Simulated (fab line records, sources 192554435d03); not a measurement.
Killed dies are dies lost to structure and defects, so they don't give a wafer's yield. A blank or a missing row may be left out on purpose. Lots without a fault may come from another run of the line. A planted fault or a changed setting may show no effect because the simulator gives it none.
fab line records | flow n5_finfet
record lots=5 wafers=15 last_day=17
route steps=1938 shown BEOL_M0_SAQP@636 BEOL_M4@1111
lots that met no fault: from a run of the same line without faults
start_h: hours from the record's first day to the start of the lot's first wafer shown | wait_h: hours since the lot's step before | " the same as in the row above | L1.1+2: a row that stands for several wafers | - no value, or no start given | * or withheld: withheld | < > ~ a bound
route shown NAME@n: a module of which the file shows steps, and the number in the route of the first | usual: mean/standard deviation of fault-free wafers | same: alike in all rows | chamber/n: place in a boat | sites: the reading at each site | _std_site: their standard deviation | _edge_site: outer sites' mean less inner sites' | radius_mm: how far each site lies from the wafer's centre | mask NAME#n: copy n | behind: the tool/chamber that last shaped the wafer | hold: why the lot was held/for how many hours/how that ended | device: the transistor (n, p or np) that didn't switch | end of line: the same wafers' tests at the end of the route | a step without rows: its recipe alone | killed: dies lost to structure and defects at the first sort, not the wafer's yield | map: a wafer's dies, x killed, . not, _ none there
set.NAME: the setting as run; set.NAME@STEP: as run at that earlier step | model.NAME: the simulator's own value behind a step, which no gauge read
lots at some steps of the route; a table a step, a row a wafer
services: from which hour (start_h, from the record's first day; less than 0 if before it) a tool's chamber was out of use, for how many hours, and why
## steps
# step N5_BEOL_M0_SAQP_PECVD_96
# recipe material=a-Si target_thk_a=450 temp_c=350 precursor=SiH4/He pressure_torr=3 rf_w=100 time_s=45.2
# usual heater_power_outer_w=379/50 heater_power_w=625/68 showerhead_plenum_p_Torr=5.66/0.043 susceptor_temp_C=349.99/0.2 throttle_valve_pct=18.0/0.63
# same time_s=45.2
# columns lot.wafer tool chamber start_h wait_h heater_power_outer_w heater_power_w showerhead_plenum_p_Torr susceptor_temp_C throttle_valve_pct
L331.1 pecvd-04 0 119.44 0.0 337 575 5.60 349.97 18.3
L331.5 " 2 " " 433 700 5.67 349.86 16.9
L331.6 " 1 " " 371 579 5.74 349.90 17.7
L337.2 pecvd-01 1 154.29 0.0 444 742 5.61 349.75 18.9
L337.3 " 2 " " 366 576 5.68 350.17 17.7
L337.6 " 1 " " 426 733 5.62 349.82 19.2
L346.1 pecvd-01 1 211.67 0.0 422 675 5.61 349.83 19.2
L346.2 " 2 " " 395 651 5.67 349.95 17.6
L346.6 " 2 " " 398 625 5.68 350.22 17.5
L350.2 pecvd-04 2 236.81 0.0 448 695 5.67 350.04 17.4
L350.3 " 1 " " 410 620 5.76 350.02 18.1
L350.5 " 0 " " 310 546 5.61 350.27 18.3
L351.1 pecvd-02 2 244.29 0.0 361 653 5.62 349.78 17.2
L351.2 " 0 " " 426 701 5.67 349.81 17.4
L351.4 " 0 " " 408 700 5.68 349.71 17.5
# step N5_BEOL_M0_SAQP_PECVD_97
# recipe material=SiNx target_thk_a=230 temp_c=350 precursor=SiH4/NH3/N2 pressure_torr=1.5 rf_w=300 time_s=19.9
# usual heater_power_outer_w=322/51 heater_power_w=548/64 showerhead_plenum_p_Torr=5.13/0.057 susceptor_temp_C=349.99/0.21 throttle_valve_pct=39.5/1.4
# same time_s=19.9
# columns lot.wafer tool chamber start_h wait_h heater_power_outer_w heater_power_w showerhead_plenum_p_Torr susceptor_temp_C throttle_valve_pct
L331.1 pecvd-04 0 119.49 0.0 285 515 5.07 350.00 40.2
L331.5 " 2 " " 420 667 5.14 350.06 37.0
L331.6 " 1 " " 364 565 5.24 349.93 39.1
L337.2 pecvd-01 1 154.34 0.0 314 543 5.05 349.85 41.6
L337.3 " 2 " " 324 536 5.16 349.58 38.8
L337.6 " 1 " " 318 559 5.06 349.99 41.6
L346.1 pecvd-01 1 211.71 0.0 386 659 5.06 349.92 41.7
L346.2 " 2 " " 319 513 5.16 349.91 39.1
L346.6 " 2 " " 312 528 5.16 350.34 38.8
L350.2 pecvd-04 2 236.85 0.0 428 668 5.17 349.81 38.1
L350.3 " 1 " " 343 532 5.25 349.76 39.1
L350.5 " 0 " " 229 436 5.06 349.97 40.5
L351.1 pecvd-02 2 244.34 0.0 312 583 5.10 349.95 38.0
L351.2 " 0 " " 308 545 5.15 349.62 37.6
L351.4 " 0 " " 314 548 5.15 349.98 38.1
# step N5_BEOL_M0_SAQP_PECVD_04
# recipe material=a-Si target_thk_a=600 temp_c=350 precursor=SiH4/He pressure_torr=3 rf_w=100 time_s=60.2
# usual heater_power_outer_w=372/52 heater_power_w=615/67 showerhead_plenum_p_Torr=5.66/0.043 susceptor_temp_C=350.01/0.23 throttle_valve_pct=18.0/0.65
# same time_s=60.2
# columns lot.wafer tool chamber start_h wait_h heater_power_outer_w heater_power_w showerhead_plenum_p_Torr susceptor_temp_C throttle_valve_pct
L331.1 pecvd-04 0 119.53 0.0 306 534 5.60 349.97 18.6
L331.5 " 2 " " 474 742 5.67 350.02 17.1
L331.6 " 1 " " 351 571 5.75 349.89 17.8
L337.2 pecvd-01 1 154.37 0.0 398 688 5.61 350.32 18.9
L337.3 " 2 " " 397 625 5.67 349.99 17.4
L337.6 " 1 " " 391 685 5.61 349.98 18.8
L346.1 pecvd-01 1 211.75 0.0 420 709 5.62 350.12 18.9
L346.2 " 2 " " 334 540 5.68 350.10 17.6
L346.6 " 2 " " 336 541 5.67 350.10 17.8
L350.2 pecvd-04 2 236.89 0.0 449 705 5.68 350.06 17.4
L350.3 " 1 " " 379 595 5.75 349.52 17.9
L350.5 " 0 " " 300 526 5.61 350.14 18.4
L351.1 pecvd-02 2 244.38 0.0 326 605 5.64 349.95 17.4
L351.2 " 0 " " 355 615 5.67 350.21 17.4
L351.4 " 0 " " 358 635 5.68 350.32 17.1
# step N5_BEOL_M0_SAQP_THK_MEAS_05
# usual thk_nm=60.0/0.76
# columns lot.wafer tool chamber start_h wait_h thk_nm
L331.1 film_metro-02 - 119.63 0.1 60.0
L331.5 " - " " 60.9
L331.6 " - " " 61.2
L337.2 film_metro-02 - 154.47 0.1 59.6
L337.3 " - " " 60.3
L337.6 " - " " 60.4
L346.1 film_metro-01 - 211.85 0.1 59.8
L346.2 " - " " 60.6
L346.6 " - " " 60.7
L350.2 film_metro-02 - 236.99 0.1 59.4
L350.3 " - " " 59.2
L350.5 " - " " 59.4
L351.1 film_metro-02 - 244.47 0.1 58.6
L351.2 " - " " 58.5
L351.4 " - " " 59.6
# step N5_BEOL_M0_SAQP_HM_DEP_111
# recipe material=SiO2 target_thk_a=120 temp_c=400 precursor=SiH4/N2O pressure_torr=0.75 rf_w=275 time_s=7.2
# usual heater_power_outer_w=487/62 heater_power_w=775/76 showerhead_plenum_p_Torr=8.14/0.11 susceptor_temp_C=400.02/0.23
# same time_s=7.2
# columns lot.wafer tool chamber start_h wait_h heater_power_outer_w heater_power_w showerhead_plenum_p_Torr susceptor_temp_C
L331.1 pecvd-04 2 119.66 0.0 561 878 8.16 400.33
L331.5 " 1 " " 521 755 8.35 399.99
L331.6 " 2 " " 557 856 8.15 400.20
L337.2 pecvd-02 0 154.51 0.0 542 879 8.18 400.14
L337.3 " 0 " " 540 895 8.17 399.87
L337.6 " 0 " " 531 870 8.17 400.01
L346.1 pecvd-02 1 211.88 0.0 544 834 8.11 399.61
L346.2 " 0 " " 516 857 8.17 400.12
L346.6 " 1 " " 546 812 8.11 399.51
L350.2 pecvd-01 0 237.03 0.0 407 696 8.04 399.99
L350.3 " 2 " " 466 739 8.20 399.89
L350.5 " 0 " " 406 691 8.04 400.08
L351.1 pecvd-01 2 244.51 0.0 444 660 8.15 400.17
L351.2 " 0 " " 381 680 8.06 400.16
L351.4 " 2 " " 425 672 8.17 399.88
# step N5_BEOL_M0_SAQP_COAT_81
# recipe resist=SOC temp_c=250 time_s=60 spin_rpm=1500 resist_thk_nm=100
# step N5_BEOL_M0_SAQP_COAT_82
# recipe resist=SiARC temp_c=220 time_s=60 spin_rpm=1500 resist_thk_nm=30
# step N5_BEOL_M0_SAQP_COAT_08
# recipe resist=CAR-ArF spin_rpm=1500 resist_thk_nm=90
# step N5_BEOL_M0_SAQP_EBR_10
# recipe solvent=PGMEA ebr_width_mm=1.5
# step N5_BEOL_M0_SAQP_SOFTBAKE_09
# recipe temp_c=110 time_s=60 resist=CAR-ArF
# step N5_BEOL_M0_SAQP_EXPOSE_11
# recipe mask_id=M0_CORE na=1.35 source_shape=dipole sigma_inner=0.538 sigma_outer=0.738 polarization=te target_cd_nm=42 dose_mj=55
# step N5_BEOL_M0_SAQP_PEB_12
# recipe peb_temp_c=withheld peb_time_s=60 resist=CAR-ArF
# step N5_BEOL_M0_SAQP_DEVELOP_13
# recipe develop_time_s=30 developer=TMAH resist=CAR-ArF dev_temp_c=23 rinse_liquid=diw dry=air_spin
# usual chill_plate_temp_C=23.01/0.1 resist_line_temp_C=23.02/0.11
# columns lot.wafer tool chamber start_h wait_h chill_plate_temp_C resist_line_temp_C
L331.1 litho_track-01 0 119.92 - 23.01 23.01
L331.5 " 0 " " 22.96 23.04
L331.6 " 0 " " 23.01 22.98
L337.2 litho_track-01 0 154.79 - 22.86 22.91
L337.3 " 0 " " 23.06 23.13
L337.6 " 0 " " 22.93 23.15
L346.1 litho_track-02 0 212.29 - 23.16 22.77
L346.2 " 0 " " 22.95 22.91
L346.6 " 0 " " 22.92 22.73
L350.2 litho_track-03 0 237.41 - 22.91 22.77
L350.3 " 0 " " 22.92 23.13
L350.5 " 0 " " 22.90 23.00
L351.1 litho_track-01 0 245.65 - 23.24 22.96
L351.2 " 0 " " 23.26 23.11
L351.4 " 0 " " 23.14 22.99
# step N5_BEOL_M0_SAQP_CD_MEAS_14
# recipe target_cd_nm=42.5 landing_energy_ev=500 detector=se_inlens
# usual cd_nm=42.5/0.34
# same landing_energy_ev=500
# columns lot.wafer tool chamber start_h wait_h cd_nm
L331.1 cd_sem-03 0 119.98 - 42.7
L331.5 " 0 " " 42.3
L331.6 " 0 " " 41.9
L337.2 cd_sem-02 0 154.85 - 42.7
L337.3 " 0 " " 41.0
L337.6 " 0 " " 41.8
L346.1 cd_sem-02 0 212.35 - 42.7
L346.2 " 0 " " 42.8
L346.6 " 0 " " 42.8
L350.2 cd_sem-03 0 237.47 - 41.8
L350.3 " 0 " " 42.3
L350.5 " 0 " " 42.2
L351.1 cd_sem-03 0 245.71 - 42.5
L351.2 " 0 " " 43.1
L351.4 " 0 " " 42.3
# step N5_BEOL_M0_SAQP_OVL_MEAS_15
# recipe points_per_wafer=44
# usual M0_CORE_OVL=-0.3/0.83
# columns lot.wafer tool chamber start_h wait_h M0_CORE_OVL[nm]
L331.1 overlay-01 0 120.01 0.0 -1.0
L331.5 " 0 " " -0.2
L331.6 " 0 " " 0.9
L337.2 overlay-02 0 154.88 0.0 -1.1
L337.3 " 0 " " -0.2
L337.6 " 0 " " -0.8
L346.1 overlay-01 0 212.38 0.0 -0.3
L346.2 " 0 " " 0.3
L346.6 " 0 " " -0.8
L350.2 overlay-01 0 237.50 0.0 0.5
L350.3 " 0 " " 0.5
L350.5 " 0 " " 0.1
L351.1 overlay-01 0 245.74 0.0 0.1
L351.2 " 0 " " -0.8
L351.4 " 0 " " -0.7
# step N5_BEOL_M4_RC_MEAS_101
# usual DIBL_N=36.2/1.7 DIBL_P=36.6/1.9 IOFF_N=0.16/0.032 IOFF_P=0.21/0.037 ION_N=675/12 ION_P=460/8.1 SS_N=71.4/0.58 SS_P=73.4/0.64 VT_N=249/3.2 VT_P=-252/3.4
# columns lot.wafer tool chamber start_h wait_h DIBL_N[mV/V] DIBL_P[mV/V] IOFF_N[nA/um] IOFF_P[nA/um] ION_N[uA/um] ION_P[uA/um] SS_N[mV/dec] SS_P[mV/dec] VT_N[mV] VT_P[mV]
L331.1 prober-01 0 178.28 0.0 37.4 37.4 0.17 0.24 686 473 71.9 73.6 250 -249
L331.5 " 0 " " 37.5 38.0 0.19 0.25 680 467 71.8 73.3 250 -246
L331.6 " 0 " " 39.0 38.8 0.21 0.27 681 465 72.2 74.1 247 -247
L337.2 prober-01 0 203.26 0.2 39.7 40.2 0.27 0.32 696 474 72.4 75.4 243 -244
L337.3 " 0 " " 37.5 36.5 0.21 0.23 685 465 71.5 73.7 245 -251
L337.6 " 0 " " 38.0 38.5 0.23 0.28 685 469 71.1 74.2 241 -242
L346.1 prober-02 0 263.78 0.0 35.0 36.4 0.14 0.19 678 462 71.9 73.1 252 -253
L346.2 " 0 " " 36.7 37.1 0.16 0.20 683 464 71.8 73.5 247 -254
L346.6 " 0 " " 35.1 35.6 0.14 0.17 674 461 71.2 72.6 250 -254
L350.2 prober-02 0 290.45 0.2 38.6 38.3 0.21 0.28 682 470 72.1 73.4 246 -246
L350.3 " 0 " " 38.1 36.6 0.21 0.25 698 473 71.9 73.4 241 -246
L350.5 " 0 " " 37.7 36.8 0.20 0.25 684 468 71.8 73.3 245 -246
L351.1 prober-01 0 295.32 0.0 36.2 35.8 0.16 0.21 677 464 71.4 73.6 249 -250
L351.2 " 0 " " 36.2 35.8 0.17 0.20 673 459 71.5 73.6 245 -253
L351.4 " 0 " " 34.5 33.9 0.13 0.17 662 458 70.9 72.6 254 -251
## services
# columns tool chamber start_h hours kind
pecvd-01 - 107.81 14.6 pm
pecvd-04 1 121.37 3.7 repair
pecvd-02 1 153.69 6.7 repair
pecvd-01 - 167.15 7.7 repair
litho_track-03 - 193.89 - consumable_replace:filter
pecvd-02 2 202.38 - clean
pecvd-02 2 202.38 - consumable_replace:showerhead
pecvd-02 2 202.38 29.0 scheduled_down
pecvd-02 2 202.38 29.0 vent_cycle
litho_track-02 - 217.19 - consumable_replace:filter
pecvd-04 2 218.71 5.5 scheduled_down
pecvd-02 1 220.64 5.0 repair
## key
first_sign step=N5_BEOL_M0_SAQP_CD_MEAS_14 reading=cd_nm direction=down sigmas=3.2 usual=42.5 struck=41.4
effect none on later readings
met_at N5_BEOL_M0_SAQP_DEVELOP_13
struck_wafers L337.3,L337.6
onset_between 119.92 154.79
fault kind=process_parameter_drift tool=litho_track-01 chamber=- onset_h=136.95 steps=N5_BEOL_M0_SAQP_DEVELOP_13 channel=develop_time_s offset=* shape=step end_h=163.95 scope=struck_wafers_only acts_in=* stated=*
